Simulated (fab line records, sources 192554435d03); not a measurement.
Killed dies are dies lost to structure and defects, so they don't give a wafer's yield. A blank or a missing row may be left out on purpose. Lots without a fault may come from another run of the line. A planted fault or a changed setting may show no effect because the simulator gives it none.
A struck lot beside a sound one | flow n5_finfet | 15 steps out of a route of 1938
Sound: wafers L109.1, L109.5, L109.6. Struck: wafer L118.2. (L118.3, L118.6 of the same lot were not struck and are left out.) The cause comes at the end.
At each step with rows: each side's tool, then ch and its chambers, then its first start. Under that, the readings that differ: sound wafers | struck wafers | difference of the means | sigmas: that difference in standard deviations of wafers without a fault.
alike: readings whose means differ by less than 2 such deviations, and words and numbers that are the same on both sides. not compared: withheld readings, readings that some wafer has no value for, bounds like >300 that may hide the same value, and numbers for which the record gives no deviation and whose values overlap.
The two part at a step that has a row with sigmas, a row that says differs or no value, or rows on one side only. Numbers that don't overlap but have no deviation are shown without sigmas and don't part them. A reading that every wafer of one side lacks parts them only if that side has two wafers or more.

first, 8 steps without rows for these wafers: N5_BEOL_M5_COAT_66 (time 60 s, resist thk 12 nm); N5_BEOL_M5_COAT_74 (time 60 s, resist thk 5 nm); N5_BEOL_M5_COAT_22 (resist thk 30 nm); N5_BEOL_M5_EBR_24; N5_BEOL_M5_SOFTBAKE_23 (time 60 s); N5_BEOL_M5_EXPOSE_25 (exposes mask V4, defocus 10 nm); N5_BEOL_M5_PEB_26 (peb time 60 s); N5_BEOL_M5_DEVELOP_27 (develop time 30 s).
N5_BEOL_M5_CD_MEAS_28: target cd 30.6 nm, target cd y 20 nm.
  sound on cd_sem-03 ch 0, day 9 22:48; struck on cd_sem-03 ch 0, day 12 11:23
  alike: cd_nm
N5_BEOL_M5_OVL_MEAS_29:
  sound on overlay-02 ch 0, day 9 22:55; struck on overlay-02 ch 0, day 12 11:25
  alike: V4_OVL
N5_BEOL_M5_INSPECT_30: inspects for defects (brightfield).
  sound on defect_inspect-02, day 9 22:59; struck on defect_inspect-01, day 12 11:28
  alike: raw_defect_count
N5_BEOL_M5_DESCUM_33: chemistry O2, time 7 s.
  sound on rie_diel-05 ch 0,1, day 9 23:26; struck on rie_diel-05 ch 2, day 12 11:42
  reading                     | sound             | struck | difference | sigmas
  drypump_motor_current_A (A) | 6.1 6.1 6.0       | 5.0    | -1.1       | -3
  rf_vpp_V (V)                | 244.4 244.3 242.3 | 240.9  | -2.8       | -2
  alike: oes_product_au, showerhead_plenum_p_Torr, throttle_valve_pct
  not compared: rf_hours_counter_h
N5_BEOL_M5_ETCH_75: etches underlayer in N2/H2, target depth 6.5 nm, time 5.2 s.
  sound on rie_diel-05 ch 0,1, day 9 23:28; struck on rie_diel-05 ch 2, day 12 11:44
  reading                         | sound          | struck | difference | sigmas
  drypump_motor_current_A (A)     | 6.1 6.1 6.0    | 5.0    | -1.1       | -3
  etch_rf_on_time_s (s)           | 5.39 5.39 5.18 | 5.91   | +0.59      | +5
  showerhead_plenum_p_Torr (Torr) | 2.61 2.61 2.53 | 2.40   | -0.18      | -2
  alike: oes_product_au, rf_vpp_V, throttle_valve_pct
  not compared: rf_hours_counter_h
N5_BEOL_M5_ETCH_67: etches SiARC in CF4, target depth 15.6 nm, time 26 s.
  sound on rie_diel-05 ch 0,1, day 9 23:29; struck on rie_diel-05 ch 2, day 12 11:45
  reading                         | sound          | struck | difference | sigmas
  drypump_motor_current_A (A)     | 6.1 6.1 6.0    | 5.0    | -1.1       | -3
  etch_rf_on_time_s (s)           | 27.0 26.9 26.3 | 25.5   | -1.2       | -2
  showerhead_plenum_p_Torr (Torr) | 2.22 2.22 2.14 | 2.05   | -0.14      | -2
  alike: oes_product_au, rf_vpp_V, throttle_valve_pct
  not compared: rf_hours_counter_h
-- the record jumps here: 4 days lie between the struck wafers' starts before and after (it left off in module BEOL_M5 and takes up again in module PASSIVATION, whose first step shown is number 1936 of the route) --
N5_PASSIVATION_PROBE_49:
  sound on prober-02, day 13 21:02; struck on prober-01, day 16 21:38
  reading         | sound    | struck | difference | sigmas
  killed_at_M4_up | 23 25 19 | 10     | -12        | -2
  alike: defect_limited_yield, killed_at_M0_to_M3, killed_at_contacts, killed_at_front_end, killed_at_other, killed_dies, killed_open, killed_short, sort_bin_5_function, sort_bin_6_memory, sort_bin_8_speed, sort_n_pass, sort_yield_pct

WHERE THEY PART
First at N5_BEOL_M5_DESCUM_33; last, within this record, at N5_PASSIVATION_PROBE_49.

WHY: what the simulator had put in
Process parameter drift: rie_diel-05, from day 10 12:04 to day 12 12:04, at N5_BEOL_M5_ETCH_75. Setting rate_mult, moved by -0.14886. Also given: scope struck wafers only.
